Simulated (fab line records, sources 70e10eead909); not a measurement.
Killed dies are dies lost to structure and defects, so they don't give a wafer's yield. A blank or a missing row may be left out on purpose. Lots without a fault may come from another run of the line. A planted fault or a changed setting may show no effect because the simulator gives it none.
Problem report in the 8D (eight disciplines) form, filled by code | flow nand_harc | the parts of the form that need people (team, actions taken, sign-off) are left out

1. THE PROBLEM
oes_product_au at NHARC_P_M1_ETCH_15 reads a mean of 1.223 a.u. on 4 wafers of 2 lots; wafers without a fault read 0.964 a.u. with a standard deviation of 0.023. That is +11 standard deviations from the usual mean.
The step: etches the open film in C4F8/Ar, target depth 182.5 nm, time 91.2 s.
First seen on wafer L148.4, day 11 03:55, on rie_diel-07. The record holds 36 wafers of 12 lots with a number at this step. Rule for "out", or "out of limits": more than 4 standard deviations from the usual mean. The other wafers with a number count as sound.

2. WHAT IT IS AND WHAT IT IS NOT
question                    | is                             | is not
which readings at this step | oes_product_au                 | rf_vpp_V
which lots                  | L148, L149                     | L136, L137, L139, L140, L154, L155, L156, L157, L158, L159
which wafers of those lots  | L148.1, L148.4, L149.1, L149.4 | L148.6, L149.6
read on which tools         | rie_diel-07                    | rie_diel-06, rie_diel-10
when                        | from day 11 03:55              | up to then (13 sound wafers); but 19 sound wafers of L149, L154, L155, L156, L157, L158, L159 came after

3. SUSPECTS, AND WHAT RULES EACH OUT
Counting: a tool at a process step up to the reading stays a suspect if it ran every lot that is out. Sound lots after the first of them don't rule it out here, since some wafers of a struck lot are sound.
- rie_diel-07 at NHARC_P_M1_ETCH_15 (etches the open film in C4F8/Ar, target depth 182.5 nm, time 91.2 s): kept. It ran every lot that is out, first L148 (day 11 03:55). Its own readings are out on those wafers: oes_product_au.
- Within rie_diel-07 at NHARC_P_M1_ETCH_15: the wafers that are out ran in chambers 0, 2; their sound lot-mates ran in chamber 3.
Left after counting: rie_diel-07 at NHARC_P_M1_ETCH_15.

4. THE CAUSE (what the simulator had put in)
Process parameter drift: rie_diel-07, from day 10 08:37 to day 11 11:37, at NHARC_P_M1_ETCH_15. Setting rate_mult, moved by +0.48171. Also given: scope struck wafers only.
Counting left only this tool.

5. THE CHAIN OF EFFECTS, in route order
Each row: a reading whose mean over the struck wafers that have a number lies more than 3 standard deviations from the usual. Only readings for which the record gives a usual standard deviation are gone through. hours: the time from each lot's start at the first step in this table that gives one to its start at this step, as a median over the lots. sigmas: the change in usual standard deviations.
hours | step               | reading        | usual      | on struck wafers | change | sigmas
0     | NHARC_P_M1_ETCH_15 | oes_product_au | 0.964 a.u. | 1.223            | +0.259 | +11
The process steps in it:
- NHARC_P_M1_ETCH_15: etches the open film in C4F8/Ar, target depth 182.5 nm, time 91.2 s.
Later measuring or inspecting steps at which every struck wafer that the step has a row for has a number for every such reading, and none has moved that far: NHARC_END_SORT_01.

6. WHAT WOULD HAVE CAUGHT IT SOONER
In this record the first reading out of limits was taken at day 11 03:55, 19 hours after the fault began at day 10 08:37.
